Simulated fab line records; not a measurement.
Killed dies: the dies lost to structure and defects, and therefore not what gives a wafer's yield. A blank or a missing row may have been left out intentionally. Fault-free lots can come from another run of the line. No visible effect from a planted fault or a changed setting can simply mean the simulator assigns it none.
Comparing a struck lot with a sound one ; flow nand harc ; 39 out of 1302 route steps
Sound: the wafers L271.1, L271.2, L271.4. Struck: wafers L274.3, L274.5. (L274.2 of the same lot was not struck and is left out.) The cause comes at the end.
At each step with rows: each side's tool, then ch and its chambers, then its first start. Under that, the readings that differ: sound wafers ; struck wafers ; difference of the means ; sigmas: that difference in standard deviations of wafers without a fault.
alike: same words and numbers on both sides, and readings whose means sit less than 2 such deviations apart. not compared: any withheld reading, any reading some wafer has no value for, any bound like >300 that may hide the same value, and any number with overlapping values for which the record gives no deviation.
Wherever a step has rows on one side only, a row that says differs or no value, or a row with sigmas, the two part there. When numbers do not overlap yet have no deviation, they are printed without sigmas and do not part them. A reading missing from all wafers of one side parts the sides only when that side holds two or more wafers.

first, 8 steps without rows for these wafers: NHARC_A_BONDPAD_HMDS_02 (time 30 s); NHARC_A_BONDPAD_COAT_33 (time 65 s); NHARC_A_BONDPAD_COAT_03 (resist thk 600 nm); NHARC_A_BONDPAD_SOFTBAKE_04 (time 70 s); NHARC_A_BONDPAD_EBR_05; NHARC_A_BONDPAD_EXPOSE_06 (exposes mask A BPAD); NHARC_A_BONDPAD_PEB_07 (peb time 80 s); NHARC_A_BONDPAD_DEVELOP_08 (time 50 s).
NHARC_A_BONDPAD_CD_MEAS_09 targets a cd of 500 nm.
  sound on cd sem-01 ch 0, day 22 11:58; struck on cd sem-02 ch 0, day 23 04:38
  alike: cd nm
NHARC_A_BONDPAD_OVL_MEAS_35:
  sound on overlay-02 at day 22 12:03; struck on overlay-01 at day 23 04:44
  alike: overlay x nm, overlay y nm
then, 2 steps without rows for these wafers: NHARC_A_BONDPAD_HARDBAKE_10 (time 65 s); NHARC_A_BONDPAD_DESCUM_11 (chemistry O2, time 3 s).
NHARC_A_BONDPAD_ETCH_34: etches the open film in N2/H2, target depth 60 nm, overetch 18 nm, time 65.91 s.
  sound on rie diel-13 ch 0,2,3, day 22 12:16; struck on rie diel-13 ch 1, day 23 04:56
  alike: drypump motor current A, oes product au, rf vpp V, showerhead plenum p Torr, throttle valve pct
  not compared: rf hours counter h
NHARC_A_BONDPAD_ETCH_12: etches the open film in CHF3/O2, target depth 220 nm, time 110 s.
  sound on rie diel-13 ch 0,1,2; struck on rie diel-13 ch 1,3
  alike: drypump motor current A, oes product au, rf vpp V, showerhead plenum p Torr, throttle valve pct
  not compared: rf hours counter h
NHARC_A_BONDPAD_CD_MEAS_13:
  sound on cd sem-03 at day 22 12:29; struck on cd sem-03 at day 23 05:10
  alike: cd nm
then, 4 steps without rows for these wafers: NHARC_A_BONDPAD_STRIP_15 (strips in O2); NHARC_A_BONDPAD_ETCH_24 (etches the open film in CF4/N2, target depth 30 nm, time 72.99 s); NHARC_A_BONDPAD_STRIP_16 (strips in post etch residue remover, time 600 s); NHARC_A_BONDPAD_DEGAS_25 (time 60 s).
NHARC_A_BONDPAD_PRE_CLEAN_26: time 30 s.
  sound on pvd sputter-02; struck on pvd sputter-02
  alike: heater power w, susceptor temp C
NHARC_A_BONDPAD_PVD_17: deposits TaN, target thk 5 nm, time 8.06 s.
  sound on pvd sputter-02; struck on pvd sputter-02
  alike: throttle valve pct
NHARC_A_BONDPAD_PVD_27: deposits Cu, target thk 30 nm, time 20.49 s.
  sound on pvd sputter-02; struck on pvd sputter-02
  alike: throttle valve pct
then, 3 steps without rows for these wafers: NHARC_A_BONDPAD_ECD_18 (material Cu, target thk 400 nm); NHARC_A_BONDPAD_ANNEAL_28 (time 90 s); NHARC_A_BONDPAD_CMP_19 (polishes, t overpolish 30 s, cu recess touch 16 s, target thk 169.82 nm).
NHARC_A_BONDPAD_THK_MEAS_20: measures by xrf.
  sound on film metro-01 at day 22 14:32; struck on film metro-02 at day 23 07:12
  alike: thk nm
then, 1 step without rows for these wafers: NHARC_A_BONDPAD_SRD_21 (time 30 s, dry time 20 s).
NHARC_HYBRID_BOND_ACTIVATE_00: chemistry N2, time 60 s.
  sound on rie diel-09 ch 0,1,3, day 22 14:51; struck on rie diel-08 ch 3, day 23 07:29
reading;sound;struck;difference;sigmas
rf hours counter h (h);4 3 4;- -;no value on the struck wafers;
  alike: drypump motor current A, oes product au, rf vpp V, showerhead plenum p Torr
then, 4 steps without rows for these wafers: NHARC_HYBRID_BOND_PRECLEAN_01 (cleans in DIW, time 300 s); NHARC_HYBRID_BOND_SRD_02 (time 30 s, dry time 20 s); NHARC_HYBRID_BOND_BOND_03; NHARC_HYBRID_BOND_ANNEAL_04 (time 7200 s).
NHARC_HYBRID_BOND_OVL_MEAS_05:
  sound on overlay-01 at day 23 00:15; struck on overlay-02 at day 23 17:04
  alike: overlay x nm, overlay y nm
then, 2 steps without rows for these wafers: NHARC_THIN_TSV_GRIND_00; NHARC_THIN_TSV_CMP_01 (polishes).
NHARC_THIN_TSV_THK_MEAS_02: measures by ir.
  sound on film metro-01 at day 24 00:07; struck on film metro-01 at day 24 02:32
  alike: thk nm
then, 2 steps without rows for these wafers: NHARC_THIN_TSV_SRD_03; NHARC_THIN_TSV_PRECLEAN_41 (cleans in SC1).
-- break in the record here, with 2 days between the starts of the struck wafers on either side (left off in module THIN_TSV, picked up again in module END, where the first step shown is number 1302 on the route) --
NHARC_END_SORT_01:
  sound on prober-02 ch 0, day 26 09:21; struck on prober-01 ch 0, day 26 03:25
reading;sound;struck;difference;sigmas
defect limited yield (%);92.6 91.6 90.5;80.5 77.1;-12.8;-5
killed at array;47 49 57;127 149;+87;+5
killed dies;50 57 64;132 155;+86;+5
  alike: killed at other, killed at periphery, killed open, killed short

== WHERE THEY PART ==
At NHARC_HYBRID_BOND_ACTIVATE_00 first; at NHARC_END_SORT_01 last (within this record only).

WHY: what the simulator had put in
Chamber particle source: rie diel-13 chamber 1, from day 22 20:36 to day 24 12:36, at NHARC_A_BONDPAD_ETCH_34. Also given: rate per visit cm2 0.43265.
